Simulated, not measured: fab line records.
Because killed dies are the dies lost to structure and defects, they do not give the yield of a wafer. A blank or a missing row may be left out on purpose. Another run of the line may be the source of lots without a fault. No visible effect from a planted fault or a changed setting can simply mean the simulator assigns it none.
Code-filled problem report in 8D (eight disciplines) form || flow n5 finfet || the parts of the form that need people (team, actions taken, sign-off) are left out

## 1. WHAT IS WRONG
run length s at N5_BEOL_M2_VIA_ETCH_34 reads a mean of 92.1 s on 3 wafers of 3 lots; wafers without a fault read 89.1 s with a standard deviation of 0.47. Relative to the usual mean, that is a shift of +6.3 standard deviations.
The step: etches the open film in C4F6/O2, target depth 69.4 nm, time 65.9 s.
First observed at day 9 02:30: wafer L644.2, on rie diel-01. The record holds 18 wafers of 7 lots with a number at this step. By rule, "out" or "out of limits" means more than 4 standard deviations away from the usual mean. The rest of the wafers with a number are treated as sound.

## 2. WHAT IT IS, WHAT IT ISN'T
{"question": "which readings at this step", "is": "run length s", "is not": "drypump motor current A, oes product au, rf vpp V, showerhead plenum p Torr, throttle valve pct"}
{"question": "which lots", "is": "L643, L644, L646", "is not": "L640, L647, L658, L659"}
{"question": "which wafers of those lots", "is": "L643.2, L644.2, L646.1", "is not": "L643.6, L644.3, L646.6"}
{"question": "read on which tools", "is": "rie diel-01", "is not": "rie diel-04"}
{"question": "when", "is": "from day 9 02:30", "is not": "up to then (4 sound wafers); but 11 sound wafers of L643, L646, L647, L658, L659 came after"}

## 3. THE SUSPECTS, EACH WITH WHAT RULES IT OUT
Counting: if a tool at a process step up to the reading ran every lot that is out, it stays a suspect. Sound lots after the first of them don't rule it out here, since some wafers of a struck lot are sound.
- rie diel-01 at N5_BEOL_M2_ETCH_70 (etches SOC in N2/H2, target depth 80 nm, overetch 24 nm, time 130 s): kept. It processed each lot that is out (first: L644, day 9 02:23); up to then, its last sound lot is L640 (day 7 16:37).
- rie diel-01 at N5_BEOL_M2_VIA_ETCH_34 (etches the open film in C4F6/O2, target depth 69.4 nm, time 65.9 s): kept. It processed each lot that is out (first: L644, day 9 02:30); up to then, its last sound lot is L640 (day 7 16:44). Its own run length s readings are out on those wafers.
After counting, rie diel-01 at N5_BEOL_M2_ETCH_70 and rie diel-01 at N5_BEOL_M2_VIA_ETCH_34 remain.

## 4. THE CAUSE (what the simulator had put in)
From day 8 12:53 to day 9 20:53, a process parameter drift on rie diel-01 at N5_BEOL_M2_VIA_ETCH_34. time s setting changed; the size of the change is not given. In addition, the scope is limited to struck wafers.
This tool is one of the 2 suspects left after counting.

## 5. THE EFFECT CHAIN, in route order
Rows list readings where the struck wafers' mean (over those with a number) sits beyond 3 standard deviations from the usual. Scope: only readings with a usual standard deviation given in the record; hours: median across lots of the time from each lot's start at the first step in this table that gives one to its start at this step; sigmas: change in usual standard deviations.
{"hours": 0, "step": "N5_BEOL_M2_VIA_ETCH_34", "reading": "run length s", "usual": "89.1 s", "on struck wafers": 92.1, "change": "+3.0", "sigmas": "+6.3"}
The process steps in it:
- N5_BEOL_M2_VIA_ETCH_34: etches the open film in C4F6/O2, target depth 69.4 nm, time 65.9 s.
At these later measuring or inspecting steps, every struck wafer for which the step has a row has a number for every such reading, and none has moved that far: N5_BEOL_M4_RC_MEAS_101.

## 6. HOW IT WOULD HAVE BEEN CAUGHT EARLIER
14 hours passed between the start of the fault at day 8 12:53 and the first reading out of limits in this record, taken at day 9 02:30.
